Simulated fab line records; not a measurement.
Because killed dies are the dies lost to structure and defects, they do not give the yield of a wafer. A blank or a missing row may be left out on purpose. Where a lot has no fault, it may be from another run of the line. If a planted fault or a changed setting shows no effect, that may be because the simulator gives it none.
fab line records	flow n5Finfet
record lots=7	wafers=21
route steps=1938 shown BEOL_M3@974 BEOL_M4@1027 BEOL_M5@1130 BEOL_M7@1266
startH: hours from the record's opening day to when the first of the lot's shown wafers began	waitH: time in hours since the lot's previous step	" same as the row above	L1.1+2: one row covering several wafers at once	- no value, or no start given	* or withheld: withheld	< > ~ a bound
route shown NAME@n: NAME is a module with steps in the file, n the number in the route of the first one	usual: mean/standard deviation of fault-free wafers	same: alike in all rows	chamber/n: place in a boat	sites: each site's reading	_std_site: how widely they spread, as a standard deviation	_edge_site: the outer-site mean with the inner-site mean subtracted	radiusMm: how far each site lies from the wafer's centre	mask NAME#n: copy n	behind: the most recent tool/chamber to have shaped the wafer	hold: what put the lot on hold/how long, in hours/how the hold closed	device: the transistor (n, p or np) that didn't switch	end of line: the route-end tests of the same wafers	step lacking rows: just its recipe	killed: count of dies lost to structure and defects at first sort (not the wafer's yield)	map: a wafer's dies, marking killed ones x, the rest . and places with no die _
set.NAME: the setting the step ran with; set.NAME@STEP: the setting that earlier step ran with	model.NAME: the simulator's own value behind a step, which no gauge read
lots with deliberately changed settings; one table per step, one row per wafer
## steps
# step N5_BEOL_M3_ETCH_70
# recipe chemistry=N2/H2	target=SOC	targetDepthA=800	overetchA=160	maskMaterial=SiARC	tempC=40	timeS=120	ionEnergyEv=200	pressureMtorr=30	sourceW=840	biasW=150	n2FlowSccm=200	h2FlowSccm=200
# usual rfVppV=523.4/2.3
lot.wafer	tool	chamber	startH	waitH	set.biasW	rfVppV	model.SiARC_of_BEOL_M3_COAT_68.thkNm
L074.2	rieDiel-02	3	173.28	0.0	150	521.3	6.2
L074.5	"	1	"	"	150	527.3	6.2
L074.6	"	0	"	"	150	525.0	6.4
L077.1	rieDiel-06	0	192.95	0.0	150	526.3	6.2
L077.3	"	3	"	"	150	522.7	6.6
L077.4	"	1	"	"	150	525.6	6.6
L079.3	rieDiel-02	1	193.51	0.0	165.8	561.0	5.4
L079.5	"	3	"	"	165.8	555.7	5.6
L079.6	"	0	"	"	150	525.4	6.4
L080.2	rieDiel-06	3	213.22	0.0	129.1	476.1	7.6
L080.3	"	0	"	"	129.1	477.6	7.4
L080.5	"	0	"	"	150	525.5	6.2
L090.4	rieDiel-06	1	262.04	0.0	132	485.1	7.4
L090.5	"	3	"	"	150	523.8	6.6
L090.6	"	0	"	"	150	524.3	6.2
L093.3	rieDiel-04	2	290.65	0.0	150	520.1	6.6
L093.5	"	2	"	"	150	520.8	6.6
L093.6	"	3	"	"	125.9	466.1	7.6
L097.1	rieDiel-02	2	315.53	0.0	150	520.4	6.8
L097.3	"	1	"	"	150	526.6	6
L097.4	"	0	"	"	150	524.9	6.4
# step N5_BEOL_M4_COAT_73
# recipe resist=underlayer	tempC=205	timeS=60	spinRpm=1500	resistThkNm=5
lot.wafer	tool	chamber	startH	waitH	set.spinRpm
L074.2+5+6	lithoTrack-03	0	-	-	1500
L077.1+4	lithoTrack-03	0	-	-	1500
L077.3	"	0	"	"	1582
L079.3	lithoTrack-04	0	-	-	1500
L079.5+6	"	0	"	"	1554
L080.2	lithoTrack-02	0	-	-	1500
L080.3+5	"	0	"	"	1436
L090.4+6	lithoTrack-02	0	-	-	1619
L090.5	"	0	"	"	1500
L093.3+6	lithoTrack-03	0	-	-	1500
L093.5	"	0	"	"	1622
L097.1	lithoTrack-02	0	-	-	1500
L097.3+4	"	0	"	"	1453
# step N5_BEOL_M4_COAT_05
# recipe resist=CAR-EUV	spinRpm=1500	resistThkNm=30
lot.wafer	tool	chamber	startH	waitH	set.spinRpm	model.CAR-EUV_of_BEOL_M4_COAT_05.thkNm
L074.2+5+6	lithoTrack-03	0	-	-	1500	30
L077.1	lithoTrack-03	0	-	-	1551	29.4
L077.3+4	"	0	"	"	1500	29.8
L079.3+5+6	lithoTrack-04	0	-	-	1500	30
L080.2+3	lithoTrack-02	0	-	-	1648	28.6
L080.5	"	0	"	"	1500	30
L090.4+5	lithoTrack-02	0	-	-	1500	30
L090.6	"	0	"	"	1500	29.8
L093.3+5+6	lithoTrack-03	0	-	-	1500	30
L097.1+4	lithoTrack-02	0	-	-	1500	30.2
L097.3	"	0	"	"	1425	31
# step N5_BEOL_M4_EBR_07
# recipe solvent=PGMEA	ebrWidthMm=1.5
# step N5_BEOL_M4_SOFTBAKE_06
# recipe tempC=110	timeS=60	resist=CAR-EUV
# step N5_BEOL_M4_DESCUM_16
# recipe chemistry=O2	timeS=7	sourcePowerW=50	biasPowerW=20	pressureMtorr=20	rfFrequencyHz=2.712e+07	tempC=40	resist=CAR-EUV	o2FlowSccm=225
lot.wafer	tool	chamber	startH	waitH	set.spinRpm@BEOL_M4_COAT_05	model.CAR-EUV_of_BEOL_M4_COAT_05.thkNm
L074.2+6	rieDiel-05	1	179.00	0.0	1500	26.2
L074.5	"	0	"	"	1500	26
L077.1	rieDiel-03	1	198.51	0.0	1551	25.4
L077.3	"	2	"	"	1500	26
L077.4	"	0	"	"	1500	25.8
L079.3+5	rieDiel-05	1	202.58	0.1	1500	26.2
L079.6	"	0	"	"	1500	26
L080.2+3	rieDiel-01	3,1	223.45	0.0	1648	24.6
L080.5	"	0	"	"	1500	26.2
L090.4+5	rieDiel-01	2	270.17	2.8	1500	26
L090.6	"	1	"	"	1500	25.8
L093.3+6	rieDiel-05	1,0	297.49	0.1	1500	26.2
L093.5	"	3	"	"	1500	26
L097.1	rieDiel-03	1	322.06	0.0	1500	26.4
L097.3	"	2	"	"	1425	27.2
L097.4	"	1	"	"	1500	26.2
# step N5_BEOL_M4_ETCH_74
# recipe chemistry=N2/H2	target=underlayer	targetDepthA=65	maskMaterial=CAR-EUV	timeS=5.2	ionEnergyEv=200	pressureMtorr=30	sourceW=840	biasW=150	n2FlowSccm=200	h2FlowSccm=200	ends=cleared
lot.wafer	tool	chamber	startH	waitH	set.spinRpm@BEOL_M4_COAT_73	model.etch.depthNm
L074.2	rieDiel-05	1	179.04	0.0	1500	5.005
L074.5	"	0	"	"	1500	5.02
L074.6	"	1	"	"	1500	5.022
L077.1	rieDiel-03	1	198.54	0.0	1500	4.994
L077.3	"	2	"	"	1582	4.863
L077.4	"	0	"	"	1500	5.005
L079.3	rieDiel-05	1	202.62	0.0	1500	5.011
L079.5+6	"	1,0	"	"	1554	4.918
L080.2	rieDiel-01	3	223.48	0.0	1500	5.012
L080.3	"	1	"	"	1436	5.119
L080.5	"	0	"	"	1436	5.129
L090.4	rieDiel-01	2	270.21	0.0	1619	4.811
L090.5	"	2	"	"	1500	5.004
L090.6	"	1	"	"	1619	4.808
L093.3	rieDiel-05	1	297.53	0.0	1500	4.996
L093.5	"	3	"	"	1622	4.808
L093.6	"	0	"	"	1500	4.992
L097.1	rieDiel-03	1	322.09	0.0	1500	5.006
L097.3	"	2	"	"	1453	5.095
L097.4	"	1	"	"	1453	5.079
# step N5_BEOL_M5_ETCH_72
# recipe chemistry=N2/H2	target=underlayer	targetDepthA=65	maskMaterial=CAR-EUV	timeS=5.2	ionEnergyEv=200	pressureMtorr=30	sourceW=840	biasW=150	n2FlowSccm=200	h2FlowSccm=200	ends=cleared
# usual rfVppV=523.3/2.5
lot.wafer	tool	chamber	startH	waitH	set.biasW	rfVppV
L074.2	rieDiel-02	3	209.58	0.0	150	520.9
L074.5	"	2	"	"	150	522.3
L074.6	"	1	"	"	150	524.8
L077.1	rieDiel-06	0	223.56	0.0	124.1	466.9
L077.3	"	2	"	"	150	520.9
L077.4	"	3	"	"	150	522.7
L079.3	rieDiel-06	1	236.63	0.0	150	525.6
L079.5	"	0	"	"	159.3	547.4
L079.6	"	1	"	"	150	526.1
L080.2	rieDiel-02	2	243.68	0.0	150	522.8
L080.3	"	1	"	"	158	544.7
L080.5	"	2	"	"	150	521.6
L090.4	rieDiel-04	1	295.77	0.0	150	523.3
L090.5	"	0	"	"	150	521.5
L090.6	"	1	"	"	150	524.7
L093.3	rieDiel-06	0	321.75	0.0	150	527.0
L093.5	"	2	"	"	174.6	572.4
L093.6	"	3	"	"	174.6	577.0
L097.1	rieDiel-02	0	347.33	0.0	150	524.9
L097.3	"	1	"	"	131.2	482.0
L097.4	"	2	"	"	150	521.2
# step N5_BEOL_M5_COAT_22
# recipe resist=CAR-EUV	spinRpm=1500	resistThkNm=30
lot.wafer	tool	chamber	startH	waitH	set.spinRpm	model.CAR-EUV_of_BEOL_M5_COAT_22.thkNm
L074.2+6	lithoTrack-05	0	-	-	1500	30
L074.5	"	0	"	"	1500	30.2
L077.1+3	lithoTrack-01	0	-	-	1500	29.8
L077.4	"	0	"	"	1404	31
L079.3	lithoTrack-04	0	-	-	1500	30
L079.5+6	"	0	"	"	1500	30.2
L080.2	lithoTrack-01	0	-	-	1500	30
L080.3	"	0	"	"	1624	28.8
L080.5	"	0	"	"	1624	29
L090.4	lithoTrack-01	0	-	-	1500	30
L090.5+6	"	0	"	"	1390	31.2
L093.3+5+6	lithoTrack-04	0	-	-	1500	30
L097.1	lithoTrack-04	0	-	-	1407	31
L097.3+4	"	0	"	"	1500	30
# step N5_BEOL_M5_EBR_24
# recipe solvent=PGMEA	ebrWidthMm=1.5
# step N5_BEOL_M5_SOFTBAKE_23
# recipe tempC=110	timeS=60	resist=CAR-EUV
# step N5_BEOL_M5_EXPOSE_25
# recipe maskId=V4	na=0.33	sourceShape=quasar	sigmaInner=0.2	sigmaOuter=0.6	polarization=unpolarized	defocusNm=10	doseMj=52.75
# step N5_BEOL_M5_PEB_26
# recipe pebTempC=100	pebTimeS=60	resist=CAR-EUV
# step N5_BEOL_M5_DEVELOP_27
# recipe developTimeS=30	developer=TMAH	resist=CAR-EUV	rinseLiquid=surfactantRinse	dry=airSpin	devTempC=23
lot.wafer	tool	chamber	startH	waitH	set.spinRpm@BEOL_M5_COAT_22	model.CAR-EUV_of_BEOL_M5_COAT_22.thkNm
L074.2+6	lithoTrack-01	0	-	-	1500	29.6
L074.5	"	0	"	"	1500	29.8
L077.1+3	lithoTrack-04	0	-	-	1500	29.4
L077.4	"	0	"	"	1404	30.6
L079.3	lithoTrack-04	0	-	-	1500	29.6
L079.5+6	"	0	"	"	1500	29.8
L080.2	lithoTrack-05	0	-	-	1500	29.6
L080.3+5	"	0	"	"	1624	28.4
L090.4	lithoTrack-01	0	-	-	1500	29.6
L090.5	"	0	"	"	1390	30.8
L090.6	"	0	"	"	1390	30.6
L093.3+6	lithoTrack-05	0	-	-	1500	29.6
L093.5	"	0	"	"	1500	29.4
L097.1	lithoTrack-04	0	-	-	1407	30.4
L097.3+4	"	0	"	"	1500	29.6
# step N5_BEOL_M7_PECVD_70
# recipe material=SiO2	targetThkA=200	tempC=400	precursor=TEOS/O2	pressureTorr=5.5	rfW=450	teosFlowSccm=53.8	gas=O2	flowSccm=3000	timeS=22.7
lot.wafer	tool	chamber	startH	waitH	set.tempC	model.SiO2_of_BEOL_M7_PECVD_70.thkNm
L074.2+5	pecvd-02	1,2	230.08	0.0	400	20
L074.6	"	1	"	"	400	20.2
L077.1	pecvd-02	0	242.51	0.0	400	19.8
L077.3	"	2	"	"	408.5	19
L077.4	"	2	"	"	400	20.2
L079.3+5	pecvd-01	0	259.81	0.0	400	19.8
L079.6	"	2	"	"	400	20.2
L080.2	pecvd-03	0	263.43	0.0	400	20.2
L080.3	"	1	"	"	400	20
L080.5	"	0	"	"	385.4	22.2
L090.4	pecvd-02	0	318.67	0.1	400	20
L090.5	"	2	"	"	400	20.2
L090.6	"	1	"	"	411.6	18.4
L093.3	pecvd-01	0	344.09	0.1	400	19.8
L093.5+6	"	0,2	"	"	392.5	20.8
L097.1	pecvd-03	0	367.05	0.0	400	19.8
L097.3	"	1	"	"	400	19.6
L097.4	"	0	"	"	386.6	22
# step N5_BEOL_M7_EXPOSE_08
# recipe maskId=M7	na=1.35	sourceShape=dipole	sigmaInner=0.817	sigmaOuter=0.97	polarization=te	doseMj=68.25
lot.wafer	tool	chamber	startH	waitH	mask	set.doseMj
L074.2+5+6	arfiScanner-03	0	232.07	-	M7#0	68.25
L077.1	arfiScanner-01	0	243.34	-	M7#0	63.39
L077.3+4	"	0	"	"	M7#0	68.25
L079.3	arfiScanner-02	0	261.86	-	M7#0	68.25
L079.5+6	"	0	"	"	M7#0	63.59
L080.2+5	arfiScanner-03	0	265.94	-	M7#0	68.25
L080.3	"	0	"	"	M7#0	63.99
L090.4+5	arfiScanner-03	0	321.62	-	M7#0	69.85
L090.6	"	0	"	"	M7#0	68.25
L093.3+5	arfiScanner-01	0	344.41	-	M7#0	68.25
L093.6	"	0	"	"	M7#0	63.97
L097.1+4	arfiScanner-03	0	367.96	-	M7#0	68.25
L097.3	"	0	"	"	M7#0	71.55
# step N5_BEOL_M7_PEB_09
# recipe pebTempC=withheld	pebTimeS=60	resist=CAR-ArF
# step N5_BEOL_M7_DEVELOP_10
# recipe developTimeS=30	developer=TMAH	resist=CAR-ArF	rinseLiquid=diw	dry=airSpin	devTempC=23
# step N5_BEOL_M7_CD_MEAS_11
# recipe targetCdNm=38.5	landingEnergyEv=500	detector=seInlens	polarity=opening
# usual cdNm=38.6/0.44
lot.wafer	tool	chamber	startH	waitH	set.doseMj@BEOL_M7_EXPOSE_08	cdNm
L074.2	cdSem-01	0	232.20	-	68.25	38.8
L074.5	"	0	"	"	68.25	38.3
L074.6	"	0	"	"	68.25	38.3
L077.1	cdSem-01	0	243.47	-	63.39	35.8
L077.3	"	0	"	"	68.25	38.7
L077.4	"	0	"	"	68.25	39.1
L079.3	cdSem-01	0	261.97	-	68.25	38.3
L079.5	"	0	"	"	63.59	35.5
L079.6	"	0	"	"	63.59	35.0
L080.2	cdSem-02	0	266.06	-	68.25	37.6
L080.3	"	0	"	"	63.99	35.5
L080.5	"	0	"	"	68.25	38.6
L090.4	cdSem-03	0	321.73	-	69.85	39.6
L090.5	"	0	"	"	69.85	40.4
L090.6	"	0	"	"	68.25	38.0
L093.3	cdSem-02	0	344.52	-	68.25	38.5
L093.5	"	0	"	"	68.25	38.7
L093.6	"	0	"	"	63.97	35.6
L097.1	cdSem-02	0	368.09	-	68.25	39.0
L097.3	"	0	"	"	71.55	41.5
L097.4	"	0	"	"	68.25	39.8
# step N5_BEOL_M7_DESCUM_16
# recipe chemistry=O2	timeS=7.9	sourcePowerW=50	biasPowerW=20	pressureMtorr=20	rfFrequencyHz=2.712e+07	tempC=40	resist=CAR-ArF	o2FlowSccm=225
# step N5_BEOL_M7_ETCH_61
# recipe chemistry=CF4	target=SiARC	targetDepthA=455	maskMaterial=CAR-ArF	timeS=75.8	ionEnergyEv=80	pressureMtorr=40	sourceW=545	biasW=36	Ar_flow_sccm=100	cf4FlowSccm=100	ends=cleared
lot.wafer	tool	chamber	startH	waitH	set.doseMj@BEOL_M7_EXPOSE_08	model.BEOL_M7.cdOffsetNm
L074.2+5	rieDiel-06	3	232.40	0.0	68.25	-0.2
L074.6	"	2	"	"	68.25	-0.4
L077.1	rieDiel-06	3	243.59	0.0	63.39	-3.4
L077.3	"	0	"	"	68.25	0.2
L077.4	"	1	"	"	68.25	0.4
L079.3	rieDiel-02	3	262.30	0.0	68.25	-0.2
L079.5	"	0	"	"	63.59	-3.6
L079.6	"	1	"	"	63.59	-3
L080.2	rieDiel-06	1	266.81	0.0	68.25	-0.8
L080.3	"	2	"	"	63.99	-3
L080.5	"	2	"	"	68.25	0
L090.4	rieDiel-04	1	322.29	0.0	69.85	0.8
L090.5	"	1	"	"	69.85	1.4
L090.6	"	0	"	"	68.25	-0.6
L093.3	rieDiel-02	0	344.64	0.0	68.25	0.4
L093.5	"	2	"	"	68.25	0.2
L093.6	"	1	"	"	63.97	-2.6
L097.1	rieDiel-06	0	368.28	0.0	68.25	0.8
L097.3	"	1	"	"	71.55	3
L097.4	"	2	"	"	68.25	1
# step N5_BEOL_M7_ETCH_62
# recipe chemistry=N2/H2	target=SOC	targetDepthA=1100	overetchA=220	maskMaterial=SiARC	tempC=40	timeS=165	ionEnergyEv=200	pressureMtorr=30	sourceW=840	biasW=150	n2FlowSccm=200	h2FlowSccm=200
lot.wafer	tool	chamber	startH	waitH	set.doseMj@BEOL_M7_EXPOSE_08	model.BEOL_M7.cdOffsetNm
L074.2	rieDiel-06	3	232.46	0.0	68.25	-0.4
L074.5+6	"	3,2	"	"	68.25	-0.2
L077.1	rieDiel-06	3	243.65	0.0	63.39	-3.6
L077.3	"	0	"	"	68.25	0.2
L077.4	"	1	"	"	68.25	0.6
L079.3	rieDiel-02	3	262.35	0.0	68.25	-0.4
L079.5	"	0	"	"	63.59	-3.4
L079.6	"	1	"	"	63.59	-3.2
L080.2	rieDiel-06	1	266.86	0.0	68.25	-0.6
L080.3	"	2	"	"	63.99	-2.8
L080.5	"	2	"	"	68.25	0.2
L090.4	rieDiel-04	1	322.35	0.0	69.85	0.8
L090.5	"	1	"	"	69.85	1.4
L090.6	"	0	"	"	68.25	-0.2
L093.3	rieDiel-02	0	344.70	0.0	68.25	0.2
L093.5	"	2	"	"	68.25	-0.6
L093.6	"	1	"	"	63.97	-3
L097.1	rieDiel-06	0	368.33	0.0	68.25	0.8
L097.3	"	1	"	"	71.55	3
L097.4	"	2	"	"	68.25	1.2
# step N5_BEOL_M7_STRIP_68
# recipe chemistry=N2/H2	tempC=40	n2FlowSccm=200	h2FlowSccm=200	rfFrequencyHz=6e+07
# step N5_BEOL_M7_STRIP_67
# recipe chemistry=CF4	resist=SiARC	powerW=300	biasPowerW=75	pressureMtorr=50	cf4FlowSccm=150	rfFrequencyHz=6e+07
# step N5_BEOL_M7_HM_OPEN_17
# recipe chemistry=Cl2/BCl3	targetDepthA=200	overetchA=60	target=TiN	maskMaterial=SOC	ionEnergyEv=150	pressureMtorr=10	icpW=1000	biasW=126	Cl2_flow_sccm=53.25	bcl3FlowSccm=21.75	Ar_flow_sccm=25
# step N5_BEOL_M7_STRIP_19
# recipe chemistry=O2	powerW=400	tempC=40	pressureMtorr=30	rfFrequencyHz=6e+07	biasPowerW=0	overashFraction=0.2	o2FlowSccm=225
# step N5_BEOL_M7_CD_MEAS_18
# recipe pitchNm=80	targetCdNm=40
# usual cdNm=40.1/0.57
lot.wafer	tool	chamber	startH	waitH	set.doseMj@BEOL_M7_EXPOSE_08	cdNm
L074.2	cdSem-01	-	232.84	0.1	68.25	39.4
L074.5	"	-	"	"	68.25	40.0
L074.6	"	-	"	"	68.25	39.6
L077.1	cdSem-03	-	244.01	0.0	63.39	36.5
L077.3	"	-	"	"	68.25	40.2
L077.4	"	-	"	"	68.25	40.8
L079.3	cdSem-02	-	262.80	0.1	68.25	39.4
L079.5	"	-	"	"	63.59	36.3
L079.6	"	-	"	"	63.59	36.7
L080.2	cdSem-01	-	267.34	0.1	68.25	39.7
L080.3	"	-	"	"	63.99	37.2
L080.5	"	-	"	"	68.25	40.7
L090.4	cdSem-01	-	322.86	0.1	69.85	40.8
L090.5	"	-	"	"	69.85	41.5
L090.6	"	-	"	"	68.25	39.6
L093.3	cdSem-03	-	345.11	0.1	68.25	39.8
L093.5	"	-	"	"	68.25	39.6
L093.6	"	-	"	"	63.97	36.9
L097.1	cdSem-01	-	368.80	0.0	68.25	40.9
L097.3	"	-	"	"	71.55	43.6
L097.4	"	-	"	"	68.25	41.3
# step N5_BEOL_M7_COAT_63
# recipe resist=SOC	tempC=250	timeS=60	spinRpm=1500	resistThkNm=60
lot.wafer	tool	chamber	startH	waitH	set.spinRpm	model.SOC_of_BEOL_M7_COAT_63.thkNm
L074.2	lithoTrack-01	0	234.79	1.9	1500	60
L074.5+6	"	0	"	"	1500	60.2
L077.1	lithoTrack-04	0	245.29	1.3	1500	60.2
L077.3+4	"	0	"	"	1500	60
L079.3	lithoTrack-02	0	264.79	2.0	1500	60.2
L079.5+6	"	0	"	"	1500	60
L080.2	lithoTrack-02	0	267.95	0.6	1500	60.2
L080.3	"	0	"	"	1372	62.8
L080.5	"	0	"	"	1500	60
L090.4	lithoTrack-01	0	323.61	0.7	1500	60
L090.5	"	0	"	"	1648	57
L090.6	"	0	"	"	1648	57.2
L093.3+5	lithoTrack-01	0	346.81	1.7	1500	60
L093.6	"	0	"	"	1444	61.2
L097.1+4	lithoTrack-01	0	370.10	1.3	1500	60
L097.3	"	0	"	"	1500	60.2
## key
split step=N5_BEOL_M3_ETCH_70	setting=biasW	stated=150	by=wafer
response step=N5_BEOL_M3_ETCH_70	reading=rfVppV	change=+3.34	per=1%	r=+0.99
response step=N5_BEOL_M3_ETCH_70	reading=model.SiARC_of_BEOL_M3_COAT_68.thkNm	change=-0.0787	per=1%	r=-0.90
split step=N5_BEOL_M4_COAT_73	setting=spinRpm	stated=1500	by=wafer
response step=N5_BEOL_M4_ETCH_74	reading=model.etch.depthNm	change=-0.0243	per=1%	r=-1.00
split step=N5_BEOL_M4_COAT_05	setting=spinRpm	stated=1500	by=wafer
response step=N5_BEOL_M4_COAT_05	reading=model.CAR-EUV_of_BEOL_M4_COAT_05.thkNm	change=-0.143	per=1%	r=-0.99
response step=N5_BEOL_M4_DESCUM_16	reading=model.CAR-EUV_of_BEOL_M4_COAT_05.thkNm	change=-0.164	per=1%	r=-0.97
split step=N5_BEOL_M5_ETCH_72	setting=biasW	stated=150	by=wafer
response step=N5_BEOL_M5_ETCH_72	reading=rfVppV	change=+3.15	per=1%	r=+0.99
split step=N5_BEOL_M5_COAT_22	setting=spinRpm	stated=1500	by=wafer
response step=N5_BEOL_M5_COAT_22	reading=model.CAR-EUV_of_BEOL_M5_COAT_22.thkNm	change=-0.158	per=1%	r=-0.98
response step=N5_BEOL_M5_DEVELOP_27	reading=model.CAR-EUV_of_BEOL_M5_COAT_22.thkNm	change=-0.152	per=1%	r=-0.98
split step=N5_BEOL_M7_PECVD_70	setting=tempC	stated=400	by=wafer
response step=N5_BEOL_M7_PECVD_70	reading=model.SiO2_of_BEOL_M7_PECVD_70.thkNm	change=-0.593	per=1%	r=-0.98
split step=N5_BEOL_M7_EXPOSE_08	setting=doseMj	stated=68.25	by=wafer
response step=N5_BEOL_M7_CD_MEAS_11	reading=cdNm	change=+0.454	per=1%	r=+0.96
response step=N5_BEOL_M7_ETCH_61	reading=model.BEOL_M7.cdOffsetNm	change=+0.47	per=1%	r=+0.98
response step=N5_BEOL_M7_ETCH_62	reading=model.BEOL_M7.cdOffsetNm	change=+0.464	per=1%	r=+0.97
response step=N5_BEOL_M7_CD_MEAS_18	reading=cdNm	change=+0.492	per=1%	r=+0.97
split step=N5_BEOL_M7_COAT_63	setting=spinRpm	stated=1500	by=wafer
response step=N5_BEOL_M7_COAT_63	reading=model.SOC_of_BEOL_M7_COAT_63.thkNm	change=-0.305	per=1%	r=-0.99
